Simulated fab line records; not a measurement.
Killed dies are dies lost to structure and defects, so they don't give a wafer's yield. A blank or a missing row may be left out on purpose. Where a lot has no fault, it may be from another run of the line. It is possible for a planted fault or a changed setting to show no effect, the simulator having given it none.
Which tool is to blame? + flow n5Finfet + Sampling: 23 lots, 69 wafers, 6 of 1938 route steps

== WHAT THE GAUGES SHOWED, per wafer ==
N5_BEOL_M8_THK_MEAS_53: measures by xrf.
| lot  | measured     | on           | M8_THK (nm)    |
|------|--------------|--------------|----------------|
| L074 | day 9 14:22  | filmMetro-02 | 81.3 76.5 79.6 |
| L075 | day 9 15:17  | filmMetro-02 | 77.7 79.0 80.5 |
| L077 | day 9 15:47  | filmMetro-02 | 75.8 78.9 79.6 |
| L076 | day 9 22:35  | filmMetro-02 | 77.1 78.1 74.6 |
| L079 | day 10 19:10 | filmMetro-02 | 78.1 79.9 78.7 |
| L080 | day 10 19:13 | filmMetro-01 | 79.8 77.7 78.1 |
| L078 | day 10 22:43 | filmMetro-02 | 76.0 77.1 74.9 |
| L081 | day 11 02:58 | filmMetro-02 | 78.6 79.4 78.6 |
| L082 | day 11 08:44 | filmMetro-01 | 78.9 78.2 77.8 |
| L083 | day 11 09:02 | filmMetro-02 | 76.2 78.6 73.0 |
| L084 | day 11 19:03 | filmMetro-01 | 78.5 75.9 77.2 |
| L085 | day 12 05:05 | filmMetro-02 | 79.8 78.3 77.3 |
| L086 | day 12 12:04 | filmMetro-02 | 80.0 79.3 79.0 |
| L087 | day 12 20:17 | filmMetro-01 | 77.2 77.5 77.3 |
| L088 | day 13 02:02 | filmMetro-01 | 76.7 76.4 76.2 |
| L090 | day 13 02:46 | filmMetro-02 | 83.1 79.6 81.2 |
| L089 | day 13 10:49 | filmMetro-02 | 78.7 78.5 79.2 |
| L091 | day 13 11:28 | filmMetro-01 | 74.8 79.5 75.1 |
| L092 | day 13 22:20 | filmMetro-02 | 78.4 79.5 80.1 |
| L094 | day 14 13:05 | filmMetro-02 | 77.5 76.9 80.4 |
| L095 | day 14 14:38 | filmMetro-01 | 81.1 79.5 79.7 |
| L096 | day 15 02:12 | filmMetro-01 | 77.4 76.3 76.8 |
| L097 | day 15 06:11 | filmMetro-01 | 81.0 78.5 79.4 |

== TOOL THAT RAN EACH LOT (tool first, then ch and the chambers of the sampled wafers, then the start) ==
| lot  | N5_BEOL_M7_DEGAS_44         | N5_BEOL_M8_PECVD_70             | N5_BEOL_M8_DESCUM_33              | N5_BEOL_M8_ETCH_72                | N5_BEOL_M8_TRENCH_ETCH_37                    |
|------|-----------------------------|---------------------------------|-----------------------------------|-----------------------------------|----------------------------------------------|
| L074 | pvdSputter-03, day 9 04:14  | pecvd-03 ch 0,1,2, day 9 06:53  | rieDiel-02 ch 2,3, day 9 11:28    | rieDiel-02 ch 2,3, day 9 11:30    | rieDiel-02 ch 2,3, day 9 14:22 or earlier    |
| L075 | pvdSputter-03, day 9 04:30  | pecvd-02 ch 0,2, day 9 07:10    | rieDiel-04 ch 1,2,3, day 9 11:50  | rieDiel-04 ch 1,2,3, day 9 11:53  | rieDiel-04 ch 1,2,3, day 9 15:17 or earlier  |
| L077 | pvdSputter-02, day 9 06:11  | pecvd-01 ch 0,1,2, day 9 08:41  | rieDiel-02 ch 1,2, day 9 12:49    | rieDiel-02 ch 1,2, day 9 12:51    | rieDiel-02 ch 1,2, day 9 15:47 or earlier    |
| L076 | pvdSputter-03, day 9 12:29  | pecvd-03 ch 0,1,2, day 9 14:57  | rieDiel-02 ch 0,2,3, day 9 19:43  | rieDiel-02 ch 0,2,3, day 9 19:45  | rieDiel-02 ch 0,2,3, day 9 22:35 or earlier  |
| L079 | pvdSputter-02, day 10 09:57 | pecvd-01 ch 0,1,2, day 10 12:44 | rieDiel-06 ch 1,2,3, day 10 16:05 | rieDiel-06 ch 1,2,3, day 10 16:07 | rieDiel-06 ch 1,2,3, day 10 19:10 or earlier |
| L080 | pvdSputter-01, day 10 10:25 | pecvd-01 ch 0,1,2, day 10 14:26 | rieDiel-04 ch 0,1,3, day 10 16:44 | rieDiel-04 ch 0,1,3, day 10 16:47 | rieDiel-04 ch 0,1,3, day 10 19:13 or earlier |
| L078 | pvdSputter-02, day 10 14:46 | pecvd-01 ch 1,2, day 10 17:44   | rieDiel-06 ch 0,2,3, day 10 19:53 | rieDiel-06 ch 0,2,3, day 10 19:55 | rieDiel-06 ch 0,2,3, day 10 22:43 or earlier |
| L081 | pvdSputter-02, day 10 17:32 | pecvd-01 ch 0,2, day 10 19:43   | rieDiel-04 ch 1,3, day 10 22:41   | rieDiel-04 ch 1,3, day 10 22:43   | rieDiel-04 ch 1,3, day 11 02:58 or earlier   |
| L082 | pvdSputter-01, day 10 21:14 | pecvd-03 ch 0,1, day 11 00:10   | rieDiel-06 ch 1,2, day 11 06:04   | rieDiel-06 ch 1,2, day 11 06:06   | rieDiel-06 ch 1,2, day 11 08:44 or earlier   |
| L083 | pvdSputter-02, day 10 22:43 | pecvd-02 ch 1,2, day 11 01:05   | rieDiel-02 ch 0,2,3, day 11 06:07 | rieDiel-02 ch 0,2,3, day 11 06:09 | rieDiel-02 ch 0,2,3, day 11 09:02 or earlier |
| L084 | pvdSputter-03, day 11 07:25 | pecvd-01 ch 1,2, day 11 10:06   | rieDiel-06 ch 1,2, day 11 14:33   | rieDiel-06 ch 1,2, day 11 14:35   | rieDiel-06 ch 1,2, day 11 19:03 or earlier   |
| L085 | pvdSputter-01, day 11 19:49 | pecvd-01 ch 0,2, day 11 22:23   | rieDiel-06 ch 1,2, day 12 01:01   | rieDiel-06 ch 1,2, day 12 01:03   | rieDiel-06 ch 1,2, day 12 05:05 or earlier   |
| L086 | pvdSputter-01, day 11 23:40 | pecvd-02 ch 0,1,2, day 12 03:18 | rieDiel-04 ch 1,2,3, day 12 08:22 | rieDiel-04 ch 1,2,3, day 12 08:25 | rieDiel-04 ch 1,2,3, day 12 12:04 or earlier |
| L087 | pvdSputter-01, day 12 09:40 | pecvd-02 ch 1,2, day 12 12:35   | rieDiel-04 ch 2,3, day 12 16:38   | rieDiel-04 ch 2,3, day 12 16:41   | rieDiel-04 ch 2,3, day 12 20:17 or earlier   |
| L088 | pvdSputter-02, day 12 18:07 | pecvd-01 ch 0,1,2, day 12 20:38 | rieDiel-04 ch 1,2,3, day 12 23:14 | rieDiel-04 ch 1,2,3, day 12 23:16 | rieDiel-04 ch 1,2,3, day 13 02:02 or earlier |
| L090 | pvdSputter-03, day 12 18:28 | pecvd-03 ch 0,1,2, day 12 21:38 | rieDiel-04 ch 0,2,3, day 12 23:41 | rieDiel-04 ch 0,2,3, day 12 23:43 | rieDiel-04 ch 0,2,3, day 13 02:46 or earlier |
| L089 | pvdSputter-03, day 13 01:02 | pecvd-02 ch 0,2, day 13 03:41   | rieDiel-02 ch 0,3, day 13 07:41   | rieDiel-02 ch 0,3, day 13 07:43   | rieDiel-02 ch 0,3, day 13 10:49 or earlier   |
| L091 | pvdSputter-03, day 13 03:02 | pecvd-03 ch 0,1,2, day 13 05:17 | rieDiel-06 ch 2,3, day 13 08:40   | rieDiel-06 ch 2,3, day 13 08:42   | rieDiel-06 ch 2,3, day 13 11:28 or earlier   |
| L092 | pvdSputter-02, day 13 14:32 | pecvd-02 ch 0,2, day 13 16:49   | rieDiel-02 ch 0,3, day 13 19:28   | rieDiel-02 ch 0,3, day 13 19:29   | rieDiel-02 ch 0,3, day 13 22:20 or earlier   |
| L094 | pvdSputter-03, day 14 01:37 | pecvd-02 ch 0,2, day 14 05:49   | rieDiel-04 ch 0,1,3, day 14 08:16 | rieDiel-04 ch 0,1,3, day 14 08:18 | rieDiel-04 ch 0,1,3, day 14 13:05 or earlier |
| L095 | pvdSputter-01, day 14 06:13 | pecvd-02 ch 0,1, day 14 08:38   | rieDiel-02 ch 0,1,3, day 14 11:14 | rieDiel-02 ch 0,1,3, day 14 11:16 | rieDiel-02 ch 0,1,3, day 14 14:38 or earlier |
| L096 | pvdSputter-03, day 14 17:07 | pecvd-01 ch 0,1,2, day 14 20:28 | rieDiel-06 ch 0,2, day 14 22:37   | rieDiel-06 ch 0,2, day 14 22:39   | rieDiel-06 ch 0,2, day 15 02:12 or earlier   |
| L097 | pvdSputter-03, day 14 20:43 | pecvd-02 ch 1,2, day 15 00:01   | rieDiel-04 ch 0,1,2, day 15 02:01 | rieDiel-04 ch 0,1,2, day 15 02:03 | rieDiel-04 ch 0,1,2, day 15 06:11 or earlier |
- N5_BEOL_M7_DEGAS_44: time 60 s.
- N5_BEOL_M8_PECVD_70: deposits SiO2 from TEOS/O2, target thk 20 nm, time 22.7 s.
- N5_BEOL_M8_DESCUM_33: chemistry O2, time 7 s.
- N5_BEOL_M8_ETCH_72: etches underlayer in N2/H2, target depth 6.5 nm, time 5.2 s.
- N5_BEOL_M8_TRENCH_ETCH_37: etches SiCOH lowk in C4F6/O2, target depth 93.478 nm, time 31.2 s.

== WHAT THE TOOLS THEMSELVES READ (means of the sampled wafers that have a number; where no wafer has one, the mark that the record gives instead) ==
N5_BEOL_M7_DEGAS_44.
| lot  | tool          | heaterPowerW (W) |
|------|---------------|------------------|
| L074 | pvdSputter-03 | 334              |
| L075 | pvdSputter-03 | 359              |
| L077 | pvdSputter-02 | 364              |
| L076 | pvdSputter-03 | 333              |
| L079 | pvdSputter-02 | 306              |
| L080 | pvdSputter-01 | 333              |
| L078 | pvdSputter-02 | 330              |
| L081 | pvdSputter-02 | 336              |
| L082 | pvdSputter-01 | 342              |
| L083 | pvdSputter-02 | 338              |
| L084 | pvdSputter-03 | 339              |
| L085 | pvdSputter-01 | 331              |
| L086 | pvdSputter-01 | 326              |
| L087 | pvdSputter-01 | 328              |
| L088 | pvdSputter-02 | 340              |
| L090 | pvdSputter-03 | 350              |
| L089 | pvdSputter-03 | 329              |
| L091 | pvdSputter-03 | 321              |
| L092 | pvdSputter-02 | 346              |
| L094 | pvdSputter-03 | 332              |
| L095 | pvdSputter-01 | 359              |
| L096 | pvdSputter-03 | 305              |
| L097 | pvdSputter-03 | 322              |

N5_BEOL_M8_PECVD_70.
| lot  | tool     | heaterPowerW (W) | showerheadPlenumPTorr (Torr) | throttleValvePct (%) |
|------|----------|------------------|------------------------------|----------------------|
| L074 | pecvd-03 | 679              | 8.82                         | 22.4                 |
| L075 | pecvd-02 | 598              | 8.72                         | 23.2                 |
| L077 | pecvd-01 | 791              | 8.73                         | 23.0                 |
| L076 | pecvd-03 | 690              | 8.84                         | 22.2                 |
| L079 | pecvd-01 | 807              | 8.75                         | 22.9                 |
| L080 | pecvd-01 | 776              | 8.76                         | 23.0                 |
| L078 | pecvd-01 | 758              | 8.71                         | 22.4                 |
| L081 | pecvd-01 | 777              | 8.75                         | 23.1                 |
| L082 | pecvd-03 | 630              | 8.88                         | 22.7                 |
| L083 | pecvd-02 | 668              | 8.68                         | 21.5                 |
| L084 | pecvd-01 | 755              | 8.72                         | 22.3                 |
| L085 | pecvd-01 | 773              | 8.73                         | 22.3                 |
| L086 | pecvd-02 | 654              | 8.70                         | 22.7                 |
| L087 | pecvd-02 | 649              | 8.70                         | 22.9                 |
| L088 | pecvd-01 | 792              | 8.75                         | 23.1                 |
| L090 | pecvd-03 | 661              | 8.82                         | 22.2                 |
| L089 | pecvd-02 | 657              | 8.69                         | 21.7                 |
| L091 | pecvd-03 | 663              | 8.83                         | 22.5                 |
| L092 | pecvd-02 | 652              | 8.69                         | 21.6                 |
| L094 | pecvd-02 | 686              | 8.69                         | 21.9                 |
| L095 | pecvd-02 | 699              | 8.71                         | 24.1                 |
| L096 | pecvd-01 | 801              | 8.74                         | 23.1                 |
| L097 | pecvd-02 | 698              | 8.69                         | 21.6                 |

N5_BEOL_M8_DESCUM_33.
| lot  | tool       | drypumpMotorCurrentA (A) | oesProductAu (a.u.) | rfVppV (V) | showerheadPlenumPTorr (Torr) | tempC (C) | throttleValvePct (%) |
|------|------------|--------------------------|---------------------|------------|------------------------------|-----------|----------------------|
| L074 | rieDiel-02 | 6.0                      | 0.77                | 243.3      | 2.09                         | 40.08     | 20.63                |
| L075 | rieDiel-04 | 6.0                      | 0.85                | 242.8      | 2.10                         | 40.00     | 20.40                |
| L077 | rieDiel-02 | 6.2                      | 0.78                | 244.3      | 2.12                         | 40.05     | 20.56                |
| L076 | rieDiel-02 | 5.6                      | 0.79                | 243.6      | 2.07                         | 39.89     | 20.47                |
| L079 | rieDiel-06 | 5.5                      | 0.74                | 243.6      | 2.09                         | 40.06     | 20.57                |
| L080 | rieDiel-04 | 6.1                      | 0.89                | 243.2      | 2.11                         | 40.05     | 20.33                |
| L078 | rieDiel-06 | 5.9                      | 0.75                | 243.3      | 2.03                         | 40.02     | 20.31                |
| L081 | rieDiel-04 | 6.0                      | 0.84                | 242.9      | 2.16                         | 39.94     | 20.36                |
| L082 | rieDiel-06 | 5.8                      | 0.71                | 243.0      | 2.06                         | 40.00     | 20.48                |
| L083 | rieDiel-02 | 5.6                      | 0.78                | 242.5      | 2.07                         | 39.92     | 20.50                |
| L084 | rieDiel-06 | 5.8                      | 0.72                | 243.2      | 2.12                         | 39.85     | 20.69                |
| L085 | rieDiel-06 | 5.8                      | 0.71                | 243.1      | 2.12                         | 40.02     | 20.68                |
| L086 | rieDiel-04 | 5.9                      | 0.82                | 242.7      | 2.09                         | 39.91     | 20.42                |
| L087 | rieDiel-04 | 5.9                      | 0.79                | 243.0      | 2.08                         | 40.05     | 20.50                |
| L088 | rieDiel-04 | 5.9                      | 0.82                | 243.0      | 2.09                         | 39.90     | 20.44                |
| L090 | rieDiel-04 | 6.1                      | 0.83                | 242.6      | 2.09                         | 39.86     | 20.43                |
| L089 | rieDiel-02 | 5.1                      | 0.91                | 242.4      | 2.05                         | 40.14     | 20.41                |
| L091 | rieDiel-06 | 5.6                      | 0.71                | 241.5      | 2.02                         | 40.09     | 20.40                |
| L092 | rieDiel-02 | 5.2                      | 0.86                | 241.2      | 2.04                         | 40.04     | 20.23                |
| L094 | rieDiel-04 | 6.1                      | 0.85                | 243.3      | 2.10                         | 40.01     | 20.38                |
| L095 | rieDiel-02 | 5.3                      | 0.90                | 243.5      | 2.07                         | 39.96     | 20.33                |
| L096 | rieDiel-06 | 6.5                      | 0.71                | 241.3      | 1.99                         | 40.06     | 20.20                |
| L097 | rieDiel-04 | 6.1                      | 0.83                | 242.2      | 2.03                         | 40.08     | 20.45                |

N5_BEOL_M8_ETCH_72.
| lot  | tool       | drypumpMotorCurrentA (A) | etchRfOnTimeS (s) | oesProductAu (a.u.) | rfVppV (V) | showerheadPlenumPTorr (Torr) | throttleValvePct (%) |
|------|------------|--------------------------|-------------------|---------------------|------------|------------------------------|----------------------|
| L074 | rieDiel-02 | 6.0                      | 5.23              | 0.66                | 524.2      | 2.55                         | 18.15                |
| L075 | rieDiel-04 | 5.9                      | 5.10              | 0.73                | 524.8      | 2.55                         | 17.82                |
| L077 | rieDiel-02 | 6.2                      | 5.17              | 0.67                | 526.3      | 2.59                         | 18.06                |
| L076 | rieDiel-02 | 5.6                      | 5.22              | 0.66                | 522.3      | 2.53                         | 18.02                |
| L079 | rieDiel-06 | 5.5                      | 5.20              | 0.63                | 523.9      | 2.55                         | 18.03                |
| L080 | rieDiel-04 | 6.1                      | 5.10              | 0.76                | 522.4      | 2.55                         | 17.69                |
| L078 | rieDiel-06 | 5.9                      | 5.24              | 0.63                | 521.5      | 2.48                         | 17.79                |
| L081 | rieDiel-04 | 6.0                      | 5.11              | 0.72                | 526.4      | 2.62                         | 17.76                |
| L082 | rieDiel-06 | 5.9                      | 5.23              | 0.61                | 522.3      | 2.50                         | 17.90                |
| L083 | rieDiel-02 | 5.6                      | 5.18              | 0.66                | 523.3      | 2.52                         | 18.05                |
| L084 | rieDiel-06 | 5.8                      | 5.23              | 0.61                | 522.4      | 2.57                         | 18.10                |
| L085 | rieDiel-06 | 5.8                      | 5.25              | 0.61                | 524.9      | 2.57                         | 18.10                |
| L086 | rieDiel-04 | 6.0                      | 5.15              | 0.70                | 524.5      | 2.54                         | 17.86                |
| L087 | rieDiel-04 | 5.9                      | 5.23              | 0.66                | 522.6      | 2.53                         | 17.90                |
| L088 | rieDiel-04 | 5.9                      | 5.17              | 0.70                | 524.0      | 2.53                         | 17.83                |
| L090 | rieDiel-04 | 6.1                      | 5.13              | 0.70                | 522.9      | 2.53                         | 17.80                |
| L089 | rieDiel-02 | 5.1                      | 5.20              | 0.76                | 523.6      | 2.49                         | 17.96                |
| L091 | rieDiel-06 | 5.6                      | 5.22              | 0.61                | 521.4      | 2.46                         | 17.86                |
| L092 | rieDiel-02 | 5.2                      | 5.14              | 0.72                | 522.6      | 2.48                         | 17.80                |
| L094 | rieDiel-04 | 6.1                      | 5.13              | 0.71                | 523.1      | 2.54                         | 17.75                |
| L095 | rieDiel-02 | 5.3                      | 5.20              | 0.75                | 524.2      | 2.53                         | 17.86                |
| L096 | rieDiel-06 | 6.6                      | 5.35              | 0.61                | 521.7      | 2.42                         | 17.68                |
| L097 | rieDiel-04 | 6.1                      | 5.12              | 0.71                | 521.4      | 2.47                         | 17.82                |

N5_BEOL_M8_TRENCH_ETCH_37.
| lot  | tool       | drypumpMotorCurrentA (A) | oes_o_777_au (a.u.) | oesProductAu (a.u.) | rfVppV (V) | showerheadPlenumPTorr (Torr) | throttleValvePct (%) |
|------|------------|--------------------------|---------------------|---------------------|------------|------------------------------|----------------------|
| L074 | rieDiel-02 | 6.0                      | 0.76                | 0.77                | 666        | 2.85                         | 21.20                |
| L075 | rieDiel-04 | 5.9                      | 0.85                | 0.85                | 670        | 2.85                         | 20.86                |
| L077 | rieDiel-02 | 6.1                      | 0.78                | 0.78                | 670        | 2.89                         | 21.10                |
| L076 | rieDiel-02 | 5.6                      | 0.79                | 0.78                | 663        | 2.82                         | 20.98                |
| L079 | rieDiel-06 | 5.5                      | 0.74                | 0.75                | 674        | 2.85                         | 21.04                |
| L080 | rieDiel-04 | 6.2                      | 0.89                | 0.89                | 667        | 2.86                         | 20.81                |
| L078 | rieDiel-06 | 5.9                      | 0.74                | 0.75                | 671        | 2.77                         | 20.79                |
| L081 | rieDiel-04 | 6.0                      | 0.83                | 0.85                | 672        | 2.92                         | 20.82                |
| L082 | rieDiel-06 | 5.8                      | 0.71                | 0.71                | 672        | 2.80                         | 20.97                |
| L083 | rieDiel-02 | 5.6                      | 0.76                | 0.77                | 663        | 2.81                         | 21.00                |
| L084 | rieDiel-06 | 5.8                      | 0.72                | 0.72                | 674        | 2.87                         | 21.13                |
| L085 | rieDiel-06 | 5.8                      | 0.72                | 0.71                | 673        | 2.87                         | 21.14                |
| L086 | rieDiel-04 | 5.9                      | 0.82                | 0.83                | 670        | 2.84                         | 20.89                |
| L087 | rieDiel-04 | 5.9                      | 0.78                | 0.79                | 674        | 2.83                         | 20.96                |
| L088 | rieDiel-04 | 5.9                      | 0.81                | 0.82                | 670        | 2.84                         | 20.90                |
| L090 | rieDiel-04 | 6.1                      | 0.82                | 0.82                | 670        | 2.84                         | 20.90                |
| L089 | rieDiel-02 | 5.1                      | 0.88                | 0.90                | 658        | 2.78                         | 20.90                |
| L091 | rieDiel-06 | 5.6                      | 0.71                | 0.72                | 673        | 2.76                         | 20.89                |
| L092 | rieDiel-02 | 5.2                      | 0.84                | 0.85                | 661        | 2.77                         | 20.70                |
| L094 | rieDiel-04 | 6.2                      | 0.84                | 0.84                | 667        | 2.85                         | 20.85                |
| L095 | rieDiel-02 | 5.3                      | 0.88                | 0.89                | 663        | 2.82                         | 20.81                |
| L096 | rieDiel-06 | 6.5                      | 0.71                | 0.72                | 667        | 2.71                         | 20.69                |
| L097 | rieDiel-04 | 6.1                      | 0.83                | 0.82                | 665        | 2.77                         | 20.92                |

== THE ANSWER, worked out from the rows above alone ==
Rule: the lots themselves supply what counts as usual. Put in order of their means at a reading, lots are off if they are a third of the lots or fewer, leave a main group of 4 or more, and stand apart from it by a gap of 3 or more times the standard deviation of the main group's means; of several such gaps the widest counts. Not used: any main group whose means are identical at the precision the tables above print for the reading. A lot without any number at a reading at which 4 lots or more have one is off too. All remaining lots with rows at the step are treated as sound. Order of review: gauges by route order, followed by the tools' own readings, for which a lot's mean as printed above is used. At the first step where some lot is off, the reading lying furthest off is the one used; lots without a number count as furthest.
None of the lots is off at any reading shown; this tells nothing.

== WHAT THE SIMULATOR PUT IN ==
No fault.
